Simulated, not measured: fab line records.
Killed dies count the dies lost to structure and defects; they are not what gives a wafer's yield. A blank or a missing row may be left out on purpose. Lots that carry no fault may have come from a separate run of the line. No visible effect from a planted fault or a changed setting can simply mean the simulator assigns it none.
fab line records ; flow n5Finfet
[record] lots = 7; wafers = 39
route steps=1938 shown FIN_SAQP@138 SPACER0@260 SD_EPI_N@262 GATE_CUT@510 BEOL_M0_SAQP@652
startH: start of the lot's first displayed wafer, in hours after the record's first day ; waitH: hours from the lot's prior step to this one ; " identical to the entry in the row above ; L1.1+2: one row covering several wafers at once ; - either no value or no given start ; * or withheld: withheld ; < > ~ a bound
route shown NAME@n: names a module that has steps shown in the file, with the first one's number in the route ; usual: mean/standard deviation of fault-free wafers ; same: alike in all rows ; chamber/n: place in a boat ; sites: readings site by site ; _std_site: standard deviation of those values ; _edge_site: outer sites' mean less inner sites' ; radiusMm: for every site, how far away it sits from the centre of the wafer ; mask NAME#n: copy n ; behind: tool/chamber where the wafer was last shaped ; hold: cause of the lot's hold/its duration in hours/its outcome ; device: whichever transistor did not switch (one of n, p or np) ; end of line: at the end of the route, the tests of the same wafers ; a step given without rows: its recipe and nothing more ; killed: count of dies lost to structure and defects at first sort (not the wafer's yield) ; map: the dies of a wafer, with x for killed, . for not killed, _ for no die there
set.NAME: setting as actually run; set.NAME@STEP: the setting as run at that earlier step ; model.NAME: the simulator's own value behind a step, which no gauge read
lots whose settings were changed on purpose; a table a step, a row a wafer
[[steps]]
[step N5_FIN_SAQP_SPACER2_ALD_28]
[recipe] material = SiO2; targetThkA = 81; tempC = 300; aldPrecursorFamily = BDEAS; aldCoReactant = O2-plasma; pulseTimeS = 1; purgeTimeS = 2; coReactantPurgeTimeS = 2; pressureTorr = 2
lot.wafer;tool;chamber;startH;waitH;set.targetThkA;model.SiO2_of_FIN_SAQP_SPACER2_ALD_28.thkNm
L075.1+4+6;aldSin-03;0,2,0;33.48;0.2;81;8.2
L075.2+3+5;aldSin-03;3,1,1;33.48;0.2;81;8
L085.1;aldSin-02;1;92.90;0.1;101.1;10
L085.2+4;aldSin-02;2,3;92.90;0.1;81;8.2
L085.3+5;aldSin-02;0,3;92.90;0.1;101.1;10.2
L085.6;aldSin-02;2;92.90;0.1;81;8
L091.1+3;aldSin-02;0,1;130.19;0.1;102;10.2
L091.2;aldSin-02;3;130.19;0.1;102;10.4
L091.4+5+6;aldSin-02;2,2,3;130.19;0.1;81;8.2
L092.1+4+5;aldSin-02;3,0,3;134.90;0.2;81;8.2
L094.1+2+3;aldSin-01;3,1,2;145.24;0.4;128.2;12.8
L094.4+5+6;aldSin-01;0,2,1;145.24;0.4;81;8.2
L095.1+5;aldSin-03;2,0;150.55;0.1;37;3.8
L095.2;aldSin-03;1;150.55;0.1;37;3.6
L095.3+4+6;aldSin-03;3,0,3;150.55;0.1;81;8
L096.1;aldSin-01;3;157.00;0.1;81;8.2
L096.2+4+5;aldSin-01;2,1,3;157.00;0.1;115.1;11.6
L096.3+6;aldSin-01;0;157.00;0.1;81;8
[step N5_FIN_SAQP_SPACER2_ETCHBACK_29]
[recipe] chemistry = CHF3/O2; mode = anisotropicEtchback; target = SiO2; targetDepthA = 122; timeS = 6.1; pressureMtorr = 30; sourceW = 650; biasW = 170; Ar_flow_sccm = 200; CHF3_flow_sccm = 50; O2_flow_sccm = 5; ionEnergyEv = 200
[step N5_FIN_SAQP_MANDREL2_REMOVE_60]
[recipe] chemistry = HBr/Cl2/O2; btTimeS = 10; target = a-Si; stopOn = SiNx; endpoint = OES-SiCl; overEtchFrac = 1; icpW = 600; biasW = 22; HBr_flow_sccm = 150; Cl2_flow_sccm = 80; O2_flow_sccm = 5; pressureMtorr = 10
lot.wafer;tool;chamber;startH;waitH;set.targetThkA@FIN_SAQP_SPACER2_ALD_28;model.FIN_SAQP.cdNm
L075.1+3+6;rieSi-03;3,0,0;33.97;0.1;81;8.2
L075.2;rieSi-03;1;33.97;0.1;81;7.8
L075.4+5;rieSi-03;2,1;33.97;0.1;81;8
L085.1+3;rieSi-03;3,0;93.33;0.1;101.1;10.2
L085.2+4+6;rieSi-03;2,1,2;93.33;0.1;81;8
L085.5;rieSi-03;3;93.33;0.1;101.1;10.4
L091.1+2+3;rieSi-02;2,3,2;130.60;0.1;102;10.2
L091.4+5+6;rieSi-02;3,3,2;130.60;0.1;81;8
L092.1+5;rieSi-03;1,2;135.32;0.1;81;8.2
L092.4;rieSi-03;3;135.32;0.1;81;8.6
L094.1+2+3;rieSi-02;2,0,3;145.65;0.1;128.2;12.8
L094.4;rieSi-02;2;145.65;0.1;81;8.2
L094.5+6;rieSi-02;3,0;145.65;0.1;81;8
L095.1+2;rieSi-05;3,1;151.08;0.1;37;3.8
L095.3+4;rieSi-05;0,3;151.08;0.1;81;8
L095.5;rieSi-05;0;151.08;0.1;37;3.6
L095.6;rieSi-05;1;151.08;0.1;81;8.2
L096.1+3;rieSi-03;1,2;157.41;0.1;81;8
L096.2;rieSi-03;0;157.41;0.1;115.1;11.6
L096.4;rieSi-03;3;157.41;0.1;115.1;11.8
L096.5;rieSi-03;1;157.41;0.1;115.1;11.4
L096.6;rieSi-03;0;157.41;0.1;81;8.2
[step N5_FIN_SAQP_CD_MEAS_31]
[recipe] targetCdNm = 8; landingEnergyEv = 1000; detector = seInlens; polarity = line
[usual] cdNm = 8.11/0.23
lot.wafer;tool;chamber;startH;waitH;set.targetThkA@FIN_SAQP_SPACER2_ALD_28;cdNm
L075.1;cdSem-03;0;34.08;0.1;81;8.03
L075.2;cdSem-03;0;34.08;0.1;81;7.58
L075.3;cdSem-03;0;34.08;0.1;81;7.81
L075.4;cdSem-03;0;34.08;0.1;81;7.94
L075.5;cdSem-03;0;34.08;0.1;81;8.04
L075.6;cdSem-03;0;34.08;0.1;81;8.05
L085.1;cdSem-01;0;93.44;0.1;101.1;10.18
L085.2;cdSem-01;0;93.44;0.1;81;8.02
L085.3;cdSem-01;0;93.44;0.1;101.1;10.09
L085.4;cdSem-01;0;93.44;0.1;81;7.89
L085.5;cdSem-01;0;93.44;0.1;101.1;10.42
L085.6;cdSem-01;0;93.44;0.1;81;8.29
L091.1;cdSem-01;0;130.75;0.1;102;10.24
L091.2;cdSem-01;0;130.75;0.1;102;10.16
L091.3;cdSem-01;0;130.75;0.1;102;10.23
L091.4;cdSem-01;0;130.75;0.1;81;8.24
L091.5;cdSem-01;0;130.75;0.1;81;7.61
L091.6;cdSem-01;0;130.75;0.1;81;7.86
L092.1;cdSem-03;0;135.42;0.1;81;8.30
L092.4;cdSem-03;0;135.42;0.1;81;8.32
L092.5;cdSem-03;0;135.42;0.1;81;7.99
L094.1;cdSem-03;0;145.76;0.1;128.2;12.92
L094.2;cdSem-03;0;145.76;0.1;128.2;12.88
L094.3;cdSem-03;0;145.76;0.1;128.2;13.30
L094.4;cdSem-03;0;145.76;0.1;81;8.00
L094.5;cdSem-03;0;145.76;0.1;81;8.10
L094.6;cdSem-03;0;145.76;0.1;81;8.33
L095.1;cdSem-03;0;151.19;0.1;37;4.19
L095.2;cdSem-03;0;151.19;0.1;37;3.61
L095.3;cdSem-03;0;151.19;0.1;81;7.61
L095.4;cdSem-03;0;151.19;0.1;81;8.17
L095.5;cdSem-03;0;151.19;0.1;37;3.91
L095.6;cdSem-03;0;151.19;0.1;81;7.94
L096.1;cdSem-03;0;157.52;0.1;81;8.11
L096.2;cdSem-03;0;157.52;0.1;115.1;11.39
L096.3;cdSem-03;0;157.52;0.1;81;7.94
L096.4;cdSem-03;0;157.52;0.1;115.1;11.76
L096.5;cdSem-03;0;157.52;0.1;115.1;11.61
L096.6;cdSem-03;0;157.52;0.1;81;8.08
[step N5_FIN_SAQP_HM_OPEN_33]
[recipe] chemistry = CH3F/O2; target = SiNx; maskMaterial = SiO2; targetDepthA = 494; timeS = 70.6; pressureMtorr = 30; sourceW = 395; biasW = 73; Ar_flow_sccm = 150; CH3F_flow_sccm = 30; O2_flow_sccm = 20; ionEnergyEv = 120; ends = cleared
lot.wafer;tool;chamber;startH;waitH;set.targetThkA@FIN_SAQP_SPACER2_ALD_28;model.FIN_SAQP.cdNm
L075.1+3;rieDiel-06;2,1;34.34;0.3;81;8.2
L075.2+4+5;rieDiel-06;3,0,2;34.34;0.3;81;8
L075.6;rieDiel-06;3;34.34;0.3;81;8.4
L085.1+5;rieDiel-06;0,3;93.53;0.1;101.1;10.4
L085.2;rieDiel-06;3;93.53;0.1;81;8.2
L085.3;rieDiel-06;2;93.53;0.1;101.1;10.2
L085.4+6;rieDiel-06;1,2;93.53;0.1;81;8
L091.1+3;rieDiel-02;0,3;130.80;0.0;102;10.2
L091.2;rieDiel-02;1;130.80;0.0;102;10
L091.4+5+6;rieDiel-02;2,2,1;130.80;0.0;81;8
L092.1;rieDiel-04;3;135.73;0.3;81;8
L092.4;rieDiel-04;2;135.73;0.3;81;8.6
L092.5;rieDiel-04;2;135.73;0.3;81;8.4
L094.1+2+3;rieDiel-06;3,2,0;145.81;0.0;128.2;13
L094.4;rieDiel-06;1;145.81;0.0;81;8
L094.5+6;rieDiel-06;0,3;145.81;0.0;81;8.2
L095.1+2;rieDiel-02;0,1;151.24;0.0;37;3.8
L095.3;rieDiel-02;3;151.24;0.0;81;8
L095.4+6;rieDiel-02;2,1;151.24;0.0;81;8.2
L095.5;rieDiel-02;2;151.24;0.0;37;3.6
L096.1+3+6;rieDiel-04;2,0,3;157.57;0.0;81;8.2
L096.2+5;rieDiel-04;1,2;157.57;0.0;115.1;11.6
L096.4;rieDiel-04;3;157.57;0.0;115.1;11.8
[step N5_FIN_SAQP_ETCH_34]
[recipe] chemistry = C4F6/O2; target = SiO2; targetDepthA = 450; timeS = 15; ionEnergyEv = 250; pressureMtorr = 30; sourceW = 345; biasW = 185; Ar_flow_sccm = 300; C4F6_flow_sccm = 10; O2_flow_sccm = 10; ends = cleared
[step N5_FIN_SAQP_STRIP_77]
[recipe] chemistry = N2/H2; timeS = 90; powerW = 100; tempC = 40; pressureMtorr = 100; rfFrequencyHz = 6e+07; biasPowerW = 3; n2FlowSccm = 300; h2FlowSccm = 300
[step N5_FIN_SAQP_HM_CD_35]
[recipe] targetCdNm = 8; polarity = line
[usual] cdNm = 8.11/0.26
lot.wafer;tool;chamber;startH;waitH;set.targetThkA@FIN_SAQP_SPACER2_ALD_28;cdNm
L075.1;cdSem-01;-;34.56;0.1;81;8.21
L075.2;cdSem-01;-;34.56;0.1;81;7.82
L075.3;cdSem-01;-;34.56;0.1;81;8.44
L075.4;cdSem-01;-;34.56;0.1;81;8.01
L075.5;cdSem-01;-;34.56;0.1;81;7.98
L075.6;cdSem-01;-;34.56;0.1;81;8.55
L085.1;cdSem-01;-;93.74;0.1;101.1;10.46
L085.2;cdSem-01;-;93.74;0.1;81;8.00
L085.3;cdSem-01;-;93.74;0.1;101.1;10.17
L085.4;cdSem-01;-;93.74;0.1;81;7.90
L085.5;cdSem-01;-;93.74;0.1;101.1;9.98
L085.6;cdSem-01;-;93.74;0.1;81;7.83
L091.1;cdSem-01;-;131.01;0.1;102;10.17
L091.2;cdSem-01;-;131.01;0.1;102;10.13
L091.3;cdSem-01;-;131.01;0.1;102;9.92
L091.4;cdSem-01;-;131.01;0.1;81;7.82
L091.5;cdSem-01;-;131.01;0.1;81;8.03
L091.6;cdSem-01;-;131.01;0.1;81;8.22
L092.1;cdSem-02;-;135.95;0.1;81;8.09
L092.4;cdSem-02;-;135.95;0.1;81;8.42
L092.5;cdSem-02;-;135.95;0.1;81;8.39
L094.1;cdSem-02;-;146.03;0.1;128.2;12.69
L094.2;cdSem-02;-;146.03;0.1;128.2;13.09
L094.3;cdSem-02;-;146.03;0.1;128.2;12.91
L094.4;cdSem-02;-;146.03;0.1;81;8.03
L094.5;cdSem-02;-;146.03;0.1;81;8.37
L094.6;cdSem-02;-;146.03;0.1;81;8.38
L095.1;cdSem-01;-;151.46;0.1;37;3.78
L095.2;cdSem-01;-;151.46;0.1;37;4.02
L095.3;cdSem-01;-;151.46;0.1;81;7.86
L095.4;cdSem-01;-;151.46;0.1;81;8.02
L095.5;cdSem-01;-;151.46;0.1;37;3.60
L095.6;cdSem-01;-;151.46;0.1;81;8.22
L096.1;cdSem-02;-;157.79;0.1;81;8.10
L096.2;cdSem-02;-;157.79;0.1;115.1;11.66
L096.3;cdSem-02;-;157.79;0.1;81;8.45
L096.4;cdSem-02;-;157.79;0.1;115.1;11.86
L096.5;cdSem-02;-;157.79;0.1;115.1;11.57
L096.6;cdSem-02;-;157.79;0.1;81;8.44
[step N5_FIN_SAQP_ETCH_64]
[recipe] chemistry = CF4; target = SiO2; targetDepthA = 15; ionEnergyEv = 350; pressureMtorr = 10; icpW = 800; biasW = 400; cf4FlowSccm = 80
[step N5_FIN_SAQP_FIN_ETCH_36]
[recipe] chemistry = HBr/Cl2/O2; targetDepthA = 1200; maskMaterial = SiNx; timeS = 50.4; biasW = 102; pressureMtorr = 10; icpW = 800; HBr_flow_sccm = 150; Cl2_flow_sccm = 80; O2_flow_sccm = 12
lot.wafer;tool;chamber;startH;waitH;set.targetThkA@FIN_SAQP_SPACER2_ALD_28;model.FIN_SAQP.cdNm
L075.1+3+6;rieSi-05;0,3,1;34.63;0.0;81;8.2
L075.2;rieSi-05;1;34.63;0.0;81;7.8
L075.4+5;rieSi-05;3,0;34.63;0.0;81;8
L085.1;rieSi-05;2;93.81;0.0;101.1;10.4
L085.2;rieSi-05;3;93.81;0.0;81;8.4
L085.3;rieSi-05;0;93.81;0.0;101.1;10.2
L085.4+6;rieSi-05;1,2;93.81;0.0;81;8
L085.5;rieSi-05;3;93.81;0.0;101.1;10.6
L091.1+2;rieSi-03;0,2;131.08;0.0;102;10.2
L091.3;rieSi-03;3;131.08;0.0;102;10.4
L091.4;rieSi-03;1;131.08;0.0;81;8
L091.5;rieSi-03;0;131.08;0.0;81;8.2
L091.6;rieSi-03;3;131.08;0.0;81;8.4
L092.1+4;rieSi-05;1,0;136.02;0.0;81;8.4
L092.5;rieSi-05;2;136.02;0.0;81;8.2
L094.1;rieSi-03;2;146.10;0.0;128.2;12.8
L094.2+3;rieSi-03;1,3;146.10;0.0;128.2;13
L094.4;rieSi-03;0;146.10;0.0;81;8
L094.5+6;rieSi-03;2,1;146.10;0.0;81;8.2
L095.1;rieSi-03;3;151.53;0.0;37;3.8
L095.2;rieSi-03;2;151.53;0.0;37;4
L095.3;rieSi-03;0;151.53;0.0;81;7.8
L095.4;rieSi-03;1;151.53;0.0;81;8.2
L095.5;rieSi-03;0;151.53;0.0;37;3.6
L095.6;rieSi-03;1;151.53;0.0;81;8.4
L096.1;rieSi-02;3;157.86;0.0;81;8
L096.2;rieSi-02;2;157.86;0.0;115.1;11.4
L096.3+6;rieSi-02;1,3;157.86;0.0;81;8.2
L096.4;rieSi-02;0;157.86;0.0;115.1;11.8
L096.5;rieSi-02;2;157.86;0.0;115.1;11
[step N5_FIN_SAQP_CD_MEAS_37]
[recipe] targetCdNm = 8; polarity = line
[usual] cdNm = 8.1/0.32
lot.wafer;tool;chamber;startH;waitH;set.targetThkA@FIN_SAQP_SPACER2_ALD_28;cdNm
L075.1;cdSem-02;-;34.75;0.1;81;8.1
L075.2;cdSem-02;-;34.75;0.1;81;8.0
L075.3;cdSem-02;-;34.75;0.1;81;7.8
L075.4;cdSem-02;-;34.75;0.1;81;7.8
L075.5;cdSem-02;-;34.75;0.1;81;8.1
L075.6;cdSem-02;-;34.75;0.1;81;8.5
L085.1;cdSem-03;-;93.93;0.1;101.1;10.5
L085.2;cdSem-03;-;93.93;0.1;81;8.6
L085.3;cdSem-03;-;93.93;0.1;101.1;10.6
L085.4;cdSem-03;-;93.93;0.1;81;7.8
L085.5;cdSem-03;-;93.93;0.1;101.1;10.8
L085.6;cdSem-03;-;93.93;0.1;81;8.2
L091.1;cdSem-03;-;131.20;0.1;102;10.1
L091.2;cdSem-03;-;131.20;0.1;102;10.3
L091.3;cdSem-03;-;131.20;0.1;102;10.1
L091.4;cdSem-03;-;131.20;0.1;81;7.9
L091.5;cdSem-03;-;131.20;0.1;81;8.3
L091.6;cdSem-03;-;131.20;0.1;81;8.4
L092.1;cdSem-03;-;136.13;0.1;81;8.8
L092.4;cdSem-03;-;136.13;0.1;81;8.5
L092.5;cdSem-03;-;136.13;0.1;81;8.3
L094.1;cdSem-01;-;146.22;0.1;128.2;12.6
L094.2;cdSem-01;-;146.22;0.1;128.2;13.2
L094.3;cdSem-01;-;146.22;0.1;128.2;13.3
L094.4;cdSem-01;-;146.22;0.1;81;8.3
L094.5;cdSem-01;-;146.22;0.1;81;8.3
L094.6;cdSem-01;-;146.22;0.1;81;8.0
L095.1;cdSem-03;-;151.66;0.1;37;4.2
L095.2;cdSem-03;-;151.66;0.1;37;4.1
L095.3;cdSem-03;-;151.66;0.1;81;7.2
L095.4;cdSem-03;-;151.66;0.1;81;8.3
L095.5;cdSem-03;-;151.66;0.1;37;3.5
L095.6;cdSem-03;-;151.66;0.1;81;8.2
L096.1;cdSem-03;-;157.98;0.1;81;8.0
L096.2;cdSem-03;-;157.98;0.1;115.1;11.6
L096.3;cdSem-03;-;157.98;0.1;81;7.7
L096.4;cdSem-03;-;157.98;0.1;115.1;11.8
L096.5;cdSem-03;-;157.98;0.1;115.1;10.8
L096.6;cdSem-03;-;157.98;0.1;81;8.4
[step N5_SPACER0_ALD_08]
[recipe] material = SiNx; targetThkA = 20; tempC = 400; aldPrecursorFamily = SiH2I2; aldCoReactant = N2/H2-plasma; pressureTorr = 2
lot.wafer;tool;chamber;startH;waitH;set.targetThkA;model.SiNx_of_SPACER0_ALD_08.thkNm
L075.1+3+6;aldSin-03;2,0,3;56.12;0.1;29.55;3
L075.2+4+5;aldSin-03;1,3,2;56.12;0.1;20;2
L085.1+3+6;aldSin-01;2,1,0;115.59;0.1;26.18;2.6
L085.2+4+5;aldSin-01;3,0,3;115.59;0.1;20;2
L091.1+2+3+4+5+6;aldSin-04;3,2,1,0,1,0;154.41;0.1;20;2
L092.1+4+5;aldSin-03;0,1,3;159.41;0.1;20;2
L094.1+2+3+4+5+6;aldSin-04;1,2,0,1,2,0;166.94;0.1;20;2
L095.1+3+4;aldSin-01;3,2,0;172.30;0.1;31.29;3.2
L095.2+5+6;aldSin-01;1,2,3;172.30;0.1;20;2
L096.1+4+5;aldSin-03;3,2,2;182.35;0.1;15.72;1.6
L096.2+3+6;aldSin-03;1,0,3;182.35;0.1;20;2
[step N5_SD_EPI_N_COAT_32]
[recipe] resist = SOC; tempC = 250; timeS = 60; spinRpm = 1500; resistThkNm = 350
[step N5_SD_EPI_N_SD_RECESS_17]
[recipe] chemistry = HBr/Cl2/O2; targetDepthA = 410; maskMaterial = SOC; timeS = 23.7; btTimeS = 3; pressureMtorr = 10; icpW = 800; biasW = 112; HBr_flow_sccm = 150; Cl2_flow_sccm = 80; O2_flow_sccm = 12
[step N5_SD_EPI_N_STRIP_38]
[recipe] chemistry = N2/H2; powerW = 1000; tempC = 250; h2Frac = 0.65; overashFraction = 0.3; pressureMtorr = withheld; n2FlowSccm = 1750; h2FlowSccm = 3250
[step N5_SD_EPI_N_WET_ETCH_43]
[recipe] chemistry = dHF; dilution = withheld; timeS = 14; target = SiO2; targetDepthA = 15; tempC = 25
lot.wafer;tool;chamber;startH;waitH;set.targetThkA@SPACER0_ALD_08;model.SiNx_of_SPACER0_ALD_08.thkNm
L075.1+3+6;wetBench-02;6,3,7;57.63;-;29.55;2.4
L075.2+4+5;wetBench-02;0,1,2;57.63;-;20;1.6
L085.1+3+6;wetBench-02;0,7,1;117.10;-;26.18;2.2
L085.2+4+5;wetBench-02;5,4,6;117.10;-;20;1.6
L091.1+2+3+4+5+6;wetBench-06;7,5,6,3,4,2;155.92;-;20;1.6
L092.1+4+5;wetBench-06;2,5,6;160.96;-;20;1.6
L094.1+2+3+4+5+6;wetBench-04;4,1,2,3,7,0;168.71;-;20;1.6
L095.1+3+4;wetBench-02;7,2,6;174.17;-;31.29;2.6
L095.2+5+6;wetBench-02;5,4,3;174.17;-;20;1.6
L096.1+4+5;wetBench-06;4,2,3;183.90;-;15.72;1.2
L096.2+3+6;wetBench-06;1,7,0;183.90;-;20;1.6
[step N5_SD_EPI_N_STRIP_18]
[recipe] chemistry = SPM; timeS = 750; tempC = 130; h2so4H2o2VolRatio = 4
[step N5_SD_EPI_N_SRD_20]
[recipe] dry = ipaMarangoni; doPpb = 5; timeS = 30; tempC = 23; rinseLiquid = diw
[step N5_SD_EPI_N_PRECLEAN_48]
[recipe] chemistry = NF3:NH3; afsCycles = 2; tempC = 30; timeS = 20; sublimationTempC = 180; sublimationTimeS = 60; pressureTorr = 3; rfPowerW = 30
lot.wafer;tool;chamber;startH;waitH;set.targetThkA@SPACER0_ALD_08;model.SiNx_of_SPACER0_ALD_08.thkNm
L075.1+3+6;epiRpcvd-04;0;57.92;0.0;29.55;2.2
L075.2;epiRpcvd-04;0;57.92;0.0;20;1.4
L075.4+5;epiRpcvd-04;0;57.92;0.0;20;1.2
L085.1+3+6;epiRpcvd-01;0;117.39;0.0;26.18;2
L085.2+5;epiRpcvd-01;0;117.39;0.0;20;1.4
L085.4;epiRpcvd-01;0;117.39;0.0;20;1.2
L091.1+2+3+4+5+6;epiRpcvd-01;0;156.20;0.0;20;1.4
L092.1+4;epiRpcvd-04;0;161.22;0.0;20;1.2
L092.5;epiRpcvd-04;0;161.22;0.0;20;1.4
L094.1+2+3+4+5;epiRpcvd-03;0;168.99;0.0;20;1.4
L094.6;epiRpcvd-03;0;168.99;0.0;20;1.2
L095.1+3+4;epiRpcvd-04;0;174.43;0.0;31.29;2.4
L095.2+6;epiRpcvd-04;0;174.43;0.0;20;1.2
L095.5;epiRpcvd-04;0;174.43;0.0;20;1.4
L096.1+4+5;epiRpcvd-04;0;184.16;0.0;15.72;0.8
L096.2+6;epiRpcvd-04;0;184.16;0.0;20;1.4
L096.3;epiRpcvd-04;0;184.16;0.0;20;1.2
[step N5_GATE_CUT_ALD_22]
[recipe] material = SiNx; targetThkA = 160; tempC = 400; aldPrecursorFamily = SiH2I2; aldCoReactant = N2/H2-plasma; pulseTimeS = 1; aldCycles = 320; purgeTimeS = 2; coReactantPurgeTimeS = 2; pressureTorr = 2
lot.wafer;tool;chamber;startH;waitH;set.aldCycles;model.SiNx_of_GATE_CUT_ALD_22.thkNm
L075.1+5+6;aldSin-04;2,2,1;94.30;0.2;320;16
L075.2+4;aldSin-04;0,3;94.30;0.2;501;25
L075.3;aldSin-04;1;94.30;0.2;501;25.2
L085.1+2+3+4+5+6;aldSin-03;2,3,0,1,1,0;153.58;0.0;320;16
L091.1+2+4+5;aldSin-03;2,0,3,1;190.49;0.2;320;16
L091.3+6;aldSin-03;1,0;190.49;0.2;320;15.8
L092.1;aldSin-04;0;196.72;0.0;320;15.8
L092.4;aldSin-04;1;196.72;0.0;320;16.2
L092.5;aldSin-04;0;196.72;0.0;320;16
L094.1+3;aldSin-04;0,2;205.64;0.0;260;13
L094.2+4;aldSin-04;3,1;205.64;0.0;320;16
L094.5;aldSin-04;1;205.64;0.0;320;16.2
L094.6;aldSin-04;0;205.64;0.0;260;12.8
L095.1;aldSin-04;2;210.28;0.0;320;15.8
L095.2+5;aldSin-04;0;210.28;0.0;221;10.8
L095.3;aldSin-04;3;210.28;0.0;221;11
L095.4+6;aldSin-04;1;210.28;0.0;320;16
L096.1+2+5;aldSin-04;3,2,2;220.67;0.0;320;15.8
L096.3;aldSin-04;0;220.67;0.0;470;23.2
L096.4;aldSin-04;1;220.67;0.0;470;23.4
L096.6;aldSin-04;3;220.67;0.0;470;23.6
[step N5_BEOL_M0_SAQP_DESCUM_19]
[recipe] chemistry = O2; timeS = 7.9; sourcePowerW = 50; biasPowerW = 20; pressureMtorr = 20; rfFrequencyHz = 2.712e+07; tempC = 40; resist = CAR-ArF; o2FlowSccm = 225
lot.wafer;tool;chamber;startH;waitH;set.timeS;model.CAR-ArF_of_BEOL_M0_SAQP_COAT_08.thkNm
L075.1;rieDiel-05;2;123.15;0.0;7.9;83.4
L075.2;rieDiel-05;3;123.15;0.0;7.9;83
L075.3+6;rieDiel-05;1;123.15;0.0;12.04;80.6
L075.4;rieDiel-05;0;123.15;0.0;7.9;83.2
L075.5;rieDiel-05;2;123.15;0.0;12.04;80.8
L085.1+2;rieDiel-03;3,2;174.91;0.0;7.9;83
L085.3;rieDiel-03;1;174.91;0.0;10.08;82
L085.4+5;rieDiel-03;0,3;174.91;0.0;10.08;81.8
L085.6;rieDiel-03;0;174.91;0.0;7.9;83.2
L091.1;rieDiel-01;3;214.16;0.0;7.9;83.4
L091.2+4;rieDiel-01;1,2;214.16;0.0;7.9;83.2
L091.3+5+6;rieDiel-01;0,1,2;214.16;0.0;3.318;86.2
L092.1+4;rieDiel-01;0,2;218.15;0.1;7.9;83.2
L092.5;rieDiel-01;2;218.15;0.1;7.9;83.4
L094.1+2;rieDiel-05;3,0;226.47;0.0;7.9;83.2
L094.3+6;rieDiel-05;2;226.47;0.0;5.565;84.8
L094.4;rieDiel-05;0;226.47;0.0;7.9;83
L094.5;rieDiel-05;3;226.47;0.0;5.565;84.6
L095.1;rieDiel-05;0;231.91;0.0;11.32;81.4
L095.2+6;rieDiel-05;3,2;231.91;0.0;7.9;83.8
L095.3;rieDiel-05;2;231.91;0.0;11.32;81.8
L095.4;rieDiel-05;1;231.91;0.0;7.9;83.6
L095.5;rieDiel-05;1;231.91;0.0;11.32;81.6
L096.1+6;rieDiel-05;1,3;242.50;0.0;7.9;84.2
L096.2;rieDiel-05;3;242.50;0.0;7.9;84
L096.3+5;rieDiel-05;0,2;242.50;0.0;11.59;81.6
L096.4;rieDiel-05;2;242.50;0.0;11.59;82
[[key]]
[split] step = N5_FIN_SAQP_SPACER2_ALD_28; setting = targetThkA; stated = 81; by = wafer
[response] step = N5_FIN_SAQP_SPACER2_ALD_28; reading = model.SiO2_of_FIN_SAQP_SPACER2_ALD_28.thkNm; change = +0.0799; per = 1%; r = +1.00
[response] step = N5_FIN_SAQP_MANDREL2_REMOVE_60; reading = model.FIN_SAQP.cdNm; change = +0.0822; per = 1%; r = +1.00
[response] step = N5_FIN_SAQP_CD_MEAS_31; reading = cdNm; change = +0.0813; per = 1%; r = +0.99
[response] step = N5_FIN_SAQP_HM_OPEN_33; reading = model.FIN_SAQP.cdNm; change = +0.0829; per = 1%; r = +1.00
[response] step = N5_FIN_SAQP_HM_CD_35; reading = cdNm; change = +0.08; per = 1%; r = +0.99
[response] step = N5_FIN_SAQP_FIN_ETCH_36; reading = model.FIN_SAQP.cdNm; change = +0.0811; per = 1%; r = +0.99
[response] step = N5_FIN_SAQP_CD_MEAS_37; reading = cdNm; change = +0.0794; per = 1%; r = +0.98
[split] step = N5_SPACER0_ALD_08; setting = targetThkA; stated = 20; by = wafer
[response] step = N5_SPACER0_ALD_08; reading = model.SiNx_of_SPACER0_ALD_08.thkNm; change = +0.0207; per = 1%; r = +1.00
[response] step = N5_SD_EPI_N_WET_ETCH_43; reading = model.SiNx_of_SPACER0_ALD_08.thkNm; change = +0.0177; per = 1%; r = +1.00
[response] step = N5_SD_EPI_N_PRECLEAN_48; reading = model.SiNx_of_SPACER0_ALD_08.thkNm; change = +0.0204; per = 1%; r = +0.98
[split] step = N5_GATE_CUT_ALD_22; setting = aldCycles; stated = 320; by = wafer
[response] step = N5_GATE_CUT_ALD_22; reading = model.SiNx_of_GATE_CUT_ALD_22.thkNm; change = +0.162; per = 1%; r = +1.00
[split] step = N5_BEOL_M0_SAQP_DESCUM_19; setting = timeS; stated = 7.9; by = wafer
[response] step = N5_BEOL_M0_SAQP_DESCUM_19; reading = model.CAR-ArF_of_BEOL_M0_SAQP_COAT_08.thkNm; change = -0.0498; per = 1%; r = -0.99
